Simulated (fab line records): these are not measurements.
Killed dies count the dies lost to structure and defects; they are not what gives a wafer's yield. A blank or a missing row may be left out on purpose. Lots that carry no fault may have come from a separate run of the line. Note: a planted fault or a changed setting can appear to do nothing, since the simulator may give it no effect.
fab line records    flow nand_harc
record: lots: 11  wafers: 33  last_day: 25
route steps=1159 shown P_CONTACT@247 P_M0@267 P_M1@297 END@1159
lots that met no fault: from a run of the same line without faults
start_h: the number of hours between the record's first day and the start of the first shown wafer of the lot    wait_h: hours from the lot's prior step to this one    " identical to the entry in the row above    L1.1+2: several wafers, shown together as one row    - either no value or no given start    * or withheld: withheld    < > ~ a bound
route shown NAME@n: a module of which the file shows steps, and the number in the route of the first    usual: mean/standard deviation of fault-free wafers    same: alike in all rows    chamber/n: place in a boat    sites: the reading at each site    _std_site: standard deviation of those values    _edge_site: outer sites' mean less inner sites'    radius_mm: for every site, how far away it sits from the centre of the wafer    mask NAME#n: copy n    behind: the most recent tool/chamber to have shaped the wafer    hold: why the lot went on hold/how many hours it stayed there/how the hold came to an end    device: transistor that didn't switch, given as n, p or np    end of line: tests of these same wafers at the route's end    where a step has no rows: the recipe by itself    killed: not the wafer's yield, but the dies lost to structure and defects at the first sort    map: a wafer's dies, marking killed ones x, the rest . and places with no die _
set.NAME: the setting the step ran with; set.NAME@STEP: the setting that earlier step ran with    model.NAME: the simulator's own value behind a step, which no gauge read
a sample of lots followed through the steps of the route, with each step as a table and each wafer as a row
services: when a tool's chamber went out of use (start_h, in hours from the record's first day, below 0 if earlier), for how many hours, and the reason
== steps ==
step: NHARC_P_CONTACT_ALD_22
recipe: target_thk_a: 30  pulse_time_s: 1  ald_cycles: 150  temp_c: 450  material: TiN
usual: heater_power_w: 1051/87  precursor_pulse_height_rel: 1.001/0.021
lot.wafer  tool          chamber  start_h  wait_h  heater_power_w  precursor_pulse_height_rel
L133.1     ald_metal-02  1        114.61   -       1074            0.991
L133.2     "             3        "        "       1029            1.055
L133.3     "             0        "        "       1012            0.959
L136.2     ald_metal-02  1        130.21   -       1091            0.985
L136.4     "             0        "        "       1026            1.047
L136.5     "             1        "        "       1061            1.023
L135.4     ald_metal-03  3        130.58   -       900             0.989
L135.2     "             1        "        "       1246            0.996
L135.6     "             2        "        "       1086            1.001
L141.4     ald_metal-03  1        161.18   -       1271            0.999
L141.2     "             3        "        "       951             0.999
L141.5     "             2        "        "       1002            1.046
L142.1     ald_metal-02  3        165.30   -       1055            1.012
L142.4     "             2        "        "       1125            0.965
L142.6     "             0        "        "       1048            0.990
L147.4     ald_metal-03  2        187.92   -       1030            1.003
L147.3     "             0        "        "       935             0.997
L147.1     "             1        "        "       1326            1.010
L150.4     ald_metal-01  0        214.34   -       1066            1.029
L150.1     "             2        "        "       1039            0.992
L150.5     "             0        "        "       1060            0.988
L152.3     ald_metal-03  2        224.26   -       1050            0.959
L152.4     "             3        "        "       946             1.042
L152.1     "             0        "        "       965             1.014
L154.2     ald_metal-02  3        233.39   -       1028            0.996
L154.4     "             0        "        "       951             1.041
L154.6     "             2        "        "       1053            1.004
L153.1     ald_metal-03  0        235.95   -       954             0.998
L153.2     "             1        "        "       1276            0.991
L153.5     "             2        "        "       1026            1.019
L156.2     ald_metal-01  3        255.28   -       1161            0.994
L156.4     "             0        "        "       1053            1.041
L156.6     "             2        "        "       991             1.008
step: NHARC_P_M0_ETCH_34
recipe: target_depth_a: 400  overetch_a: 120  time_s: 43.94  ion_energy_ev: 200  n2_flow_sccm: 150  h2_flow_sccm: 150  ar_flow_sccm: 0  rf_w: 400  bias_w: 150  chemistry: N2/H2
usual: chamber_pressure_mTorr: 30.001/0.028  drypump_motor_current_A: 5.9/0.41  oes_product_au: 1.000/0.0095  rf_vpp_V: 431.1/2.6  showerhead_plenum_p_Torr: 2.06/0.094  throttle_valve_pct: 14.170/0.0093
lot.wafer  tool         chamber  start_h  wait_h  chamber_pressure_mTorr  drypump_motor_current_A  oes_product_au  rf_hours_counter_h  rf_vpp_V  showerhead_plenum_p_Torr  throttle_valve_pct
L133.2     rie_diel-05  1        124.01   0.1     29.984                  5.5                      1.005           10                  432.9     2.14                      14.194
L133.3     "            2        "        "       29.966                  5.2                      1.014           10                  433.9     2.15                      14.165
L133.1     "            3        "        "       29.992                  6.1                      1.008           9                   432.2     2.05                      14.174
L136.4     rie_diel-05  0        134.70   0.1     29.952                  5.5                      1.004           9                   431.9     2.08                      14.172
L136.2     "            1        "        "       30.030                  5.5                      0.986           10                  432.9     2.14                      14.172
L136.5     "            1        "        "       29.998                  5.5                      1.003           -                   432.5     2.14                      14.170
L135.4     rie_diel-05  1        135.11   0.1     30.015                  5.5                      1.013           10                  433.6     2.14                      14.173
L135.2     "            2        "        "       30.032                  5.2                      1.000           10                  434.0     2.15                      14.170
L135.6     "            1        "        "       29.958                  5.5                      1.007           -                   434.0     2.14                      14.164
L141.2     rie_diel-07  3        164.50   0.1     30.012                  6.5                      1.005           8                   430.9     2.06                      14.171
L141.5     "            0        "        "       29.982                  6.2                      1.006           -                   432.8     2.13                      14.161
L141.4     "            2        "        "       29.997                  6.4                      1.011           -                   427.0     1.91                      14.152
L142.1     rie_diel-07  1        167.60   0.1     29.973                  5.5                      1.005           7                   433.7     2.18                      14.176
L142.4     "            3        "        "       30.012                  6.5                      0.984           8                   431.4     2.06                      14.181
L142.6     "            1        "        "       30.003                  5.5                      1.013           -                   433.9     2.18                      14.177
L147.3     rie_diel-06  3        190.39   0.1     30.004                  5.7                      0.993           10                  433.7     2.15                      14.170
L147.1     "            1        "        "       29.950                  5.9                      1.021           10                  427.6     1.92                      14.162
L147.4     "            0        "        "       30.070                  6.5                      1.009           -                   431.2     2.09                      14.135
L150.1     rie_diel-07  1        216.76   0.1     30.013                  5.5                      1.007           11                  432.6     2.18                      14.165
L150.4     "            0        "        "       29.965                  6.2                      1.006           12                  433.2     2.13                      14.172
L150.5     "            2        "        "       30.033                  6.4                      1.020           -                   427.9     1.90                      14.180
L152.3     rie_diel-06  3        226.71   0.1     30.005                  5.7                      0.997           14                  434.0     2.15                      14.176
L152.4     "            0        "        "       29.967                  6.5                      1.007           12                  431.9     2.09                      14.171
L152.1     "            1        "        "       30.048                  5.9                      1.002           12                  427.4     1.92                      14.168
L154.2     rie_diel-06  2        236.02   0.1     30.046                  5.7                      0.974           9                   428.4     1.99                      14.160
L154.4     "            0        "        "       30.008                  6.5                      1.006           12                  431.5     2.09                      14.164
L154.6     "            2        "        "       29.998                  5.7                      0.991           -                   429.6     1.99                      14.177
L153.2     rie_diel-06  2        238.22   0.1     29.992                  5.8                      0.977           10                  429.0     1.99                      14.163
L153.1     "            3        "        "       29.982                  5.6                      1.003           14                  433.2     2.15                      14.170
L153.5     "            3        "        "       30.023                  5.6                      0.982           -                   433.2     2.15                      14.169
L156.2     rie_diel-05  3        257.68   0.1     30.042                  6.1                      1.009           6                   431.2     2.04                      14.150
L156.4     "            0        "        "       30.024                  5.5                      0.985           6                   432.7     2.08                      14.169
L156.6     "            1        "        "       30.030                  5.5                      1.001           -                   434.1     2.13                      14.164
step: NHARC_P_M0_PRE_CLEAN_29
recipe: time_s: 30  temp_c: 280  gas: H2/He
usual: heater_power_w: 410/44
lot.wafer  tool            chamber  start_h  wait_h  heater_power_w
L133.2     pvd_sputter-01  -        -        -       426
L133.3     "               -        "        "       405
L133.1     "               -        "        "       403
L136.4     pvd_sputter-01  -        -        -       386
L136.2     "               -        "        "       484
L136.5     "               -        "        "       396
L135.4     pvd_sputter-02  -        -        -       411
L135.2     "               -        "        "       526
L135.6     "               -        "        "       397
L141.2     pvd_sputter-02  -        -        -       395
L141.4     "               -        "        "       519
L141.5     "               -        "        "       394
L142.1     pvd_sputter-02  -        -        -       411
L142.4     "               -        "        "       527
L142.6     "               -        "        "       383
L147.3     pvd_sputter-03  -        -        -       356
L147.1     "               -        "        "       369
L147.4     "               -        "        "       420
L150.4     pvd_sputter-03  -        -        -       428
L150.1     "               -        "        "       372
L150.5     "               -        "        "       417
L152.4     pvd_sputter-02  -        -        -       531
L152.3     "               -        "        "       413
L152.1     "               -        "        "       386
L154.4     pvd_sputter-03  -        -        -       351
L154.2     "               -        "        "       421
L154.6     "               -        "        "       383
L153.2     pvd_sputter-01  -        -        -       415
L153.1     "               -        "        "       462
L153.5     "               -        "        "       413
L156.4     pvd_sputter-01  -        -        -       458
L156.2     "               -        "        "       432
L156.6     "               -        "        "       468
step: NHARC_P_M0_CMP_23
recipe: t_overpolish_s: 20  target_thk_nm: 117.53
usual: motor_current_A: 12.3/0.92  time_to_endpoint_s: 28.5/2.9
lot.wafer  tool    chamber  start_h  wait_h  motor_current_A  time_to_endpoint_s
L133.3     cmp-01  0        126.09   -       11.8             28.6
L133.1     "       1        "        "       11.3             33.8
L133.2     "       2        "        "       11.6             24.8
L136.2     cmp-04  1        136.62   -       11.8             29.9
L136.4     "       3        "        "       11.9             23.4
L136.5     "       1        "        "       12.3             28.4
L135.4     cmp-03  3        137.03   -       13.8             26.1
L135.2     "       0        "        "       13.0             28.8
L135.6     "       3        "        "       13.1             26.8
L141.4     cmp-03  3        166.50   -       12.9             24.0
L141.2     "       0        "        "       12.5             27.1
L141.5     "       0        "        "       12.7             26.8
L142.1     cmp-03  0        169.90   -       12.5             28.3
L142.4     "       1        "        "       12.2             26.4
L142.6     "       2        "        "       12.0             28.7
L147.4     cmp-01  3        192.38   -       14.0             26.0
L147.1     "       0        "        "       11.0             28.6
L147.3     "       1        "        "       12.1             33.3
L150.1     cmp-01  0        218.69   -       11.7             29.8
L150.4     "       1        "        "       11.5             32.0
L150.5     "       0        "        "       11.3             26.7
L152.1     cmp-01  2        228.66   -       12.0             27.1
L152.4     "       3        "        "       13.0             29.8
L152.3     "       0        "        "       12.0             31.7
L154.4     cmp-04  0        237.97   -       10.5             28.2
L154.2     "       1        "        "       12.5             30.1
L154.6     "       0        "        "       11.0             28.7
L153.1     cmp-01  2        240.17   -       11.9             28.2
L153.2     "       1        "        "       11.6             33.9
L153.5     "       3        "        "       13.1             24.7
L156.4     cmp-04  1        259.77   -       11.9             30.8
L156.2     "       2        "        "       13.4             28.6
L156.6     "       0        "        "       11.8             28.5
step: NHARC_P_M0_INSPECT_27
usual: raw_defect_count: 299/93
lot.wafer  tool               chamber  start_h  wait_h  raw_defect_count
L133.1     defect_inspect-01  -        126.55   0.0     379
L133.2     "                  -        "        "       449
L133.3     "                  -        "        "       226
L136.2     defect_inspect-01  -        137.10   0.0     304
L136.4     "                  -        "        "       321
L136.5     "                  -        "        "       352
L135.2     defect_inspect-01  -        137.51   0.0     575
L135.4     "                  -        "        "       303
L135.6     "                  -        "        "       248
L141.2     defect_inspect-02  -        166.98   0.0     350
L141.4     "                  -        "        "       258
L141.5     "                  -        "        "       245
L142.1     defect_inspect-02  -        170.31   0.0     307
L142.4     "                  -        "        "       296
L142.6     "                  -        "        "       196
L147.1     defect_inspect-02  -        192.84   0.0     207
L147.3     "                  -        "        "       295
L147.4     "                  -        "        "       378
L150.1     defect_inspect-01  -        219.16   0.0     451
L150.4     "                  -        "        "       253
L150.5     "                  -        "        "       615
L152.1     defect_inspect-02  -        229.11   0.0     996
L152.3     "                  -        "        "       912
L152.4     "                  -        "        "       872
L154.2     defect_inspect-01  -        238.45   0.0     415
L154.4     "                  -        "        "       401
L154.6     "                  -        "        "       274
L153.1     defect_inspect-02  -        240.64   0.0     921
L153.2     "                  -        "        "       869
L153.5     "                  -        "        "       1023
L156.2     defect_inspect-01  -        260.21   0.0     239
L156.4     "                  -        "        "       205
L156.6     "                  -        "        "       311
step: NHARC_P_M1_INSPECT_11
usual: raw_defect_count: 3.7/2.2
lot.wafer  tool               chamber  start_h  wait_h  raw_defect_count
L133.1     defect_inspect-02  -        127.93   0.0     3
L133.2     "                  -        "        "       2
L133.3     "                  -        "        "       7
L136.2     defect_inspect-01  -        138.62   0.0     5
L136.4     "                  -        "        "       2
L136.5     "                  -        "        "       2
L135.2     defect_inspect-02  -        138.90   0.0     2
L135.4     "                  -        "        "       6
L135.6     "                  -        "        "       3
L141.2     defect_inspect-01  -        168.46   0.0     3
L141.4     "                  -        "        "       6
L141.5     "                  -        "        "       4
L142.1     defect_inspect-02  -        171.83   0.0     4
L142.4     "                  -        "        "       2
L142.6     "                  -        "        "       4
L147.1     defect_inspect-01  -        194.21   0.0     4
L147.3     "                  -        "        "       2
L147.4     "                  -        "        "       2
L150.1     defect_inspect-01  -        220.78   0.0     4
L150.4     "                  -        "        "       4
L150.5     "                  -        "        "       7
L152.1     defect_inspect-01  -        230.51   0.0     714
L152.3     "                  -        "        "       680
L152.4     "                  -        "        "       678
L154.2     defect_inspect-02  -        240.04   0.0     7
L154.4     "                  -        "        "       3
L154.6     "                  -        "        "       4
L153.1     defect_inspect-01  -        242.16   0.0     678
L153.2     "                  -        "        "       675
L153.5     "                  -        "        "       651
L156.2     defect_inspect-01  -        261.60   0.0     3
L156.4     "                  -        "        "       2
L156.6     "                  -        "        "       5
step: NHARC_END_SORT_01
recipe: temp_c: 25
usual: defect_limited_yield: 95.6/1.6  killed_at_array: 26/10  killed_at_other: 0.8/1.1  killed_at_periphery: 3.3/2.6  killed_dies: 30/11  killed_open: 3.4/1.8  killed_short: 2.0/1.3  sort_bin_2_pct: 1.4/0.6  sort_bin_3_pct: 0.22/0.19  sort_bin_4_pct: 2.8/1.1  sort_n_pass: 647/11  sort_rim_yield_pct: 95.8/3  sort_yield_pct: 95.6/1.6
same: gross_dies: 677  sort_bin_5_pct[%]: 0  sort_bin_6_pct[%]: 0  sort_bin_7_pct[%]: 0  sort_bin_8_pct[%]: 0  sort_rim_n_gross: 106.00
lot.wafer  tool       chamber  start_h  wait_h  defect_limited_yield[%]  killed_at_array  killed_at_other  killed_at_periphery  killed_dies  killed_open  killed_short  sort_bin_2_pct[%]  sort_bin_3_pct[%]  sort_bin_4_pct[%]  sort_n_pass  sort_rim_yield_pct[%]  sort_yield_pct[%]
L142.1     prober-01  0        489.46   2.5     96.3                     23               1                1                    25           4            4             1.8                0.15               1.8                652          97.2                   96.3
L142.4     prober-01  0        491.84   3.4     95.9                     22               5                1                    28           6            3             1.5                0.15               2.5                649          96.2                   95.9
L142.6     prober-01  0        493.43   4.0     95.7                     23               1                5                    29           5            2             1.2                0.30               2.8                648          91.5                   95.7
L150.1     prober-01  0        540.54   2.5     96.2                     21               4                1                    26           4            0             1.0                0.59               2.2                651          91.5                   96.2
L150.4     prober-01  0        542.92   3.4     95.4                     23               6                2                    31           2            1             1.0                0.30               3.2                646          96.2                   95.4
L150.5     prober-01  0        543.72   3.7     95.6                     22               2                6                    30           1            1             0.9                0.30               3.2                647          95.3                   95.6
L152.1     prober-01  0        548.30   2.5     33.2                     20               1                431                  452          3            1             24.7               5.47               36.6               225          36.8                   33.2
L152.3     prober-01  0        549.90   3.1     37.1                     21               2                403                  426          2            1             25.0               4.87               33.1               251          33.0                   37.1
L152.4     prober-01  0        550.71   3.4     35.9                     21               0                413                  434          3            2             24.4               5.76               34.0               243          33.0                   35.9
L153.1     prober-02  0        548.37   2.5     39.3                     11               0                400                  411          0            1             21.9               5.76               33.1               266          33.0                   39.3
L153.2     prober-02  0        549.16   2.8     35.3                     13               0                425                  438          2            0             24.7               5.76               34.3               239          34.0                   35.3
L153.5     prober-02  0        551.53   3.6     37.7                     20               0                402                  422          3            2             23.9               4.58               33.8               255          38.7                   37.7
killed by level:class
L142.1 A_CHANNEL_HOLE_D1:chamber_film_flake=6 A_SLIT:chamber_film_flake=4 A_STAIRCASE:chamber_film_flake=3 A_ONON_D1:geometric_particle:open=2 A_CONTACT:chamber_film_flake=2 P_CONTACT:geometric_particle:short=1 A_ONON_D1:geometric_particle:short=1 A_CHANNEL_HOLE_D1:geometric_particle:short=1
L142.4 THIN_TSV:chamber_film_flake=5 A_STAIRCASE:chamber_film_flake=4 A_CHANNEL_HOLE_D1:chamber_film_flake=4 A_CONTACT:chamber_film_flake=4 A_CONTACT:geometric_particle:open=2 A_BLC:geometric_particle:open=2 A_ONON_D1:geometric_particle:short=1 A_CHANNEL_HOLE_D1:geometric_particle:short=1
L142.6 A_STAIRCASE:chamber_film_flake=9 A_CHANNEL_HOLE_D1:chamber_film_flake=4 A_CONTACT:chamber_film_flake=4 P_ZERO_WELL:chamber_film_flake=3 A_ONON_D1:geometric_particle:open=2 A_CONTACT:geometric_particle:open=2 P_GATE:geometric_particle:open=1 A_CHANNEL_FILL_D1:geometric_particle:short=1
L150.1 A_CHANNEL_HOLE_D1:chamber_film_flake=12 THIN_TSV:chamber_film_flake=4 A_CONTACT:chamber_film_flake=3 A_BLC:geometric_particle:open=2 A_M1:chamber_film_flake=2 A_CONTACT:geometric_particle:open=1 A_M0:geometric_particle:open=1 P_GATE:chamber_film_flake=1
L150.4 A_CHANNEL_HOLE_D1:chamber_film_flake=14 THIN_TSV:chamber_film_flake=6 A_M1:chamber_film_flake=3 A_STAIRCASE:chamber_film_flake=2 A_CHANNEL_HOLE_D1:geometric_particle:short=1 A_M0:geometric_particle:open=1 A_M1:geometric_particle:open=1 P_STI:chamber_film_flake=1
L150.5 A_CHANNEL_HOLE_D1:chamber_film_flake=16 P_GATE:chamber_film_flake=4 A_M1:chamber_film_flake=3 THIN_TSV:chamber_film_flake=2 P_CONTACT:geometric_particle:open=1 A_M1:geometric_particle:short=1 P_STI:chamber_film_flake=1 A_STAIRCASE:chamber_film_flake=1
L152.1 P_M0:unspecified=429 A_SLIT:chamber_film_flake=12 A_CHANNEL_HOLE_D1:chamber_film_flake=3 P_GATE:chamber_film_flake=2 A_ONON_D1:geometric_particle:open=1 A_SLIT:geometric_particle:short=1 A_BLC:geometric_particle:open=1 A_M1:geometric_particle:open=1
L153.1 P_M0:unspecified=397 A_CONTACT:chamber_film_flake=4 P_STI:chamber_film_flake=2 A_BONDPAD:chamber_film_flake=2 A_CHANNEL_FILL_D1:geometric_particle:short=1 P_M0:chamber_film_flake=1 A_CHANNEL_FILL_D1:chamber_film_flake=1 A_ZERO_WELL:chamber_film_flake=1
L153.2 P_M0:unspecified=423 A_CHANNEL_HOLE_D1:chamber_film_flake=7 P_GATE:chamber_film_flake=2 A_ZERO_WELL:chamber_film_flake=2 A_SOURCE_PLATE:geometric_particle:open=1 A_ONON_D1:geometric_particle:open=1 A_SLIT:chamber_film_flake=1 A_BONDPAD:chamber_film_flake=1
L152.3 P_M0:unspecified=401 A_SLIT:chamber_film_flake=11 A_CHANNEL_HOLE_D1:chamber_film_flake=5 A_CONTACT:chamber_film_flake=2 P_M1:geometric_particle:open=1 A_WL_FILL:geometric_particle:open=1 P_STI:chamber_film_flake=1 THIN_TSV:chamber_film_flake=1
L152.4 P_M0:unspecified=413 A_SLIT:chamber_film_flake=9 A_CHANNEL_HOLE_D1:chamber_film_flake=7 A_SGD_CUT:geometric_particle:open=1 A_WL_FILL:geometric_particle:short=1 A_CONTACT:geometric_particle:open=1 A_BLC:geometric_particle:open=1 A_M1:geometric_particle:short=1
L153.5 P_M0:unspecified=401 A_CHANNEL_HOLE_D1:chamber_film_flake=8 A_CONTACT:chamber_film_flake=4 A_ONON_D1:geometric_particle:open=1 A_CHANNEL_FILL_D1:geometric_particle:open=1 A_WL_FILL:geometric_particle:short=1 A_CONTACT:geometric_particle:short=1 A_BLC:geometric_particle:open=1
== services ==
tool            chamber  start_h  hours  kind
cmp-03          -        93.95    6.0    repair
ald_metal-02    2        96.13    9.8    repair
rie_diel-06     0        97.01    3.8    repair
pvd_sputter-03  -        102.09   10.0   pm
rie_diel-06     2        112.17   4.8    repair
rie_diel-05     0        123.67   6.2    repair
pvd_sputter-02  -        124.20   8.7    repair
rie_diel-06     0        131.18   1.4    repair
ald_metal-02    3        138.46   3.1    repair
rie_diel-05     3        139.54   5.4    repair
ald_metal-03    -        144.00   10.0   pm
pvd_sputter-01  -        158.00   10.0   pm
rie_diel-06     2        163.06   29.0   repair
rie_diel-05     -        163.65   9.0    pm
rie_diel-06     0        173.29   8.7    repair
cmp-01          -        179.74   4.0    pm
ald_metal-02    -        186.00   10.0   pm
rie_diel-05     1        207.39   11.3   repair
pvd_sputter-02  -        214.00   10.0   pm
pvd_sputter-01  -        214.43   1.0    repair
cmp-01          -        214.67   1.9    repair
ald_metal-02    -        230.28   0.8    repair
rie_diel-06     -        241.20   9.0    pm
ald_metal-02    3        256.58   40.5   repair
== key ==
first_sign: step: NHARC_P_M0_INSPECT_27  reading: raw_defect_count  direction: up  sigmas: 6.8  usual: 299  struck: 932
effect: step: NHARC_P_M1_INSPECT_11  reading: raw_defect_count  direction: up  sigmas: 99+  usual: 3.7  struck: 679.3
effect: step: NHARC_END_SORT_01  reading: killed_at_periphery  direction: up  sigmas: 99+  usual: 3.3  struck: 412.3
more_kills_born_at: NHARC_P_M0_CMP_23@cmp-01: 2464
met_at NHARC_P_M0_CMP_23
struck_lots L152,L153
not_acting_at NHARC_P_CONTACT_ALD_22,NHARC_P_M0_ETCH_34,NHARC_P_M0_PRE_CLEAN_29
onset_between 218.69 228.66
fault: kind: chamber_particle_source  tool: cmp-01  chamber: -  onset_h: 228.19  steps: NHARC_P_M0_CMP_23  rate_per_visit_cm2: 1.042  end_h: 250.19
